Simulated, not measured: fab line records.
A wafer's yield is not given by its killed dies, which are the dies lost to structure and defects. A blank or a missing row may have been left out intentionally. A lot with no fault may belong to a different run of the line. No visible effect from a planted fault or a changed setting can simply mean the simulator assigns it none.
8D (eight disciplines) problem report, filled in by code    flow nandHarc    the parts of the form that need people (team, actions taken, sign-off) are left out

== 1. WHAT IS WRONG ==
At NHARC_END_SORT_01, killedAtArray averages 672 over 2 wafers from 2 lots, while fault-free wafers read 29, standard deviation 11. That is +58 standard deviations from the usual mean.
First seen on wafer L671.4, day 22 02:50, on prober-01. Wafers with a number at this step in the record: 12, from 4 lots. By rule, "out" or "out of limits" means more than 4 standard deviations away from the usual mean. The other wafers with a number count as sound.

== 2. WHAT THIS IS AND IS NOT ==
question                     is                         is not
which readings at this step  killedAtArray, killedDies  killedAtOther, killedAtPeriphery, killedOpen, killedShort
which lots                   L671, L672                 L663, L681
which wafers of those lots   L671.4, L672.4             L671.2, L671.3, L672.2, L672.3
read on which gauges         prober-01                  prober-02
when                         from day 22 02:50          up to then (5 sound wafers); but 5 sound wafers of L672, L681 came after

== 3. SUSPECTS, AND WHAT RULES EACH OUT ==
Counting: a tool at a process step up to the reading stays a suspect if it ran every lot that is out. Sound lots after the first of them don't rule it out here, since some wafers of a struck lot are sound.
- ruled out: the gauge at NHARC_END_SORT_01. All the wafers that are out were read on prober-01, but those of them that NHARC_A_STAIRCASE_ETCH_223 has rows for are out there too, on other tools.
- rieDiel-11 at NHARC_A_STAIRCASE_DESCUM_219 (chemistry O2, time 3 s): kept. It ran every lot that is out, first L671 (day 13 11:47); its last sound lot up to then is L663 (day 12 04:59).
- rieDiel-11 at NHARC_A_STAIRCASE_TRIM_220 (chemistry O2, time 211.2 s): kept. It ran every lot that is out, first L671 (day 13 11:53); its last sound lot up to then is L663 (day 12 05:04).
- rieDiel-11 at NHARC_A_STAIRCASE_ETCH_221 (etches the open film in C4F8/O2, target depth 100 nm, time 40.5 s): kept. It ran every lot that is out, first L671 (day 13 12:16); its last sound lot up to then is L663 (day 12 05:52). NHARC_A_STAIRCASE_ETCH_221 gives no start for some lots, so the hours and the order of its lots are those of NHARC_A_STAIRCASE_ETCH_223.
- rieDiel-11 at NHARC_A_STAIRCASE_TRIM_222 (chemistry O2, time 211.2 s): kept. It ran every lot that is out, first L671 (day 13 12:16); its last sound lot up to then is L663 (day 12 05:52). NHARC_A_STAIRCASE_TRIM_222 gives no start for some lots, so the hours and the order of its lots are those of NHARC_A_STAIRCASE_ETCH_223.
- rieDiel-11 at NHARC_A_STAIRCASE_ETCH_223 (etches the open film in C4F8/O2, target depth 100 nm, time 40.5 s): kept. It ran every lot that is out, first L671 (day 13 12:16); its last sound lot up to then is L663 (day 12 05:52). Out on those wafers are its own readings of runLengthS.
- rieDiel-11 at NHARC_A_STAIRCASE_TRIM_224 (chemistry O2, time 211.2 s): kept. It ran every lot that is out, first L671 (day 22 01:14); its last sound lot up to then is L663 (day 20 20:11). NHARC_A_STAIRCASE_TRIM_224 gives no start for some lots, so the hours and the order of its lots are those of NHARC_END_SORT_01.
- rieDiel-11, NHARC_A_STAIRCASE_DESCUM_219: wafers that are out in chamber 3, sound lot-mates in chambers 0, 2.
- rieDiel-11, NHARC_A_STAIRCASE_TRIM_222: wafers that are out in chamber 0, sound lot-mates in chambers 1, 2, 3.
- rieDiel-11, NHARC_A_STAIRCASE_ETCH_223: wafers that are out in chamber 0, sound lot-mates in chambers 1, 2.
- rieDiel-11, NHARC_A_STAIRCASE_TRIM_224: wafers that are out in chamber 3, sound lot-mates in chambers 0, 1, 2.
Left after counting: rieDiel-11 at NHARC_A_STAIRCASE_DESCUM_219, rieDiel-11 at NHARC_A_STAIRCASE_TRIM_220, rieDiel-11 at NHARC_A_STAIRCASE_ETCH_221, rieDiel-11 at NHARC_A_STAIRCASE_TRIM_222, rieDiel-11 at NHARC_A_STAIRCASE_ETCH_223, rieDiel-11 at NHARC_A_STAIRCASE_TRIM_224.

== 4. THE CAUSE (what the simulator had put in) ==
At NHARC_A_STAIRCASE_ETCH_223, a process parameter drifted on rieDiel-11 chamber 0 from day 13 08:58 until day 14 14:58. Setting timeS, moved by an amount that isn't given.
Counting left 6 suspects, and this tool is among them.

== 5. THE CHAIN OF EFFECTS, in route order ==
Rows list readings where the struck wafers' mean (over those with a number) sits beyond 3 standard deviations from the usual. Only readings for which the record gives a usual standard deviation are gone through. hours: the time from each lot's start at the first step in this table that gives one to its start at this step, as a median over the lots. sigmas: the change in usual standard deviations.
hours  step                        reading        usual   on struck wafers  change  sigmas
0      NHARC_A_STAIRCASE_ETCH_223  runLengthS     61.8 s  48.1              -13.7   -33
209    NHARC_END_SORT_01           killedAtArray  29      672               +644    +58
209    NHARC_END_SORT_01           killedDies     33      677               +644    +59
Its process steps:
- NHARC_A_STAIRCASE_ETCH_223: etches the open film in C4F8/O2, target depth 100 nm, time 40.5 s.

== 6. WHAT WOULD HAVE CAUGHT IT SOONER ==
In this record the first reading out of limits at a measuring or inspecting step was taken at day 22 02:50, 210 hours after the fault began at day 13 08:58.
Tool's own readings at NHARC_A_STAIRCASE_ETCH_223, runLengthS: out on all struck wafers the step has rows for; an alarm limit on them would have tripped on the first.
All the lots that are out (2) had begun NHARC_A_STAIRCASE_ETCH_223 on rieDiel-11 by day 22 02:50. A hold on the tool at that time would have spared none of them.
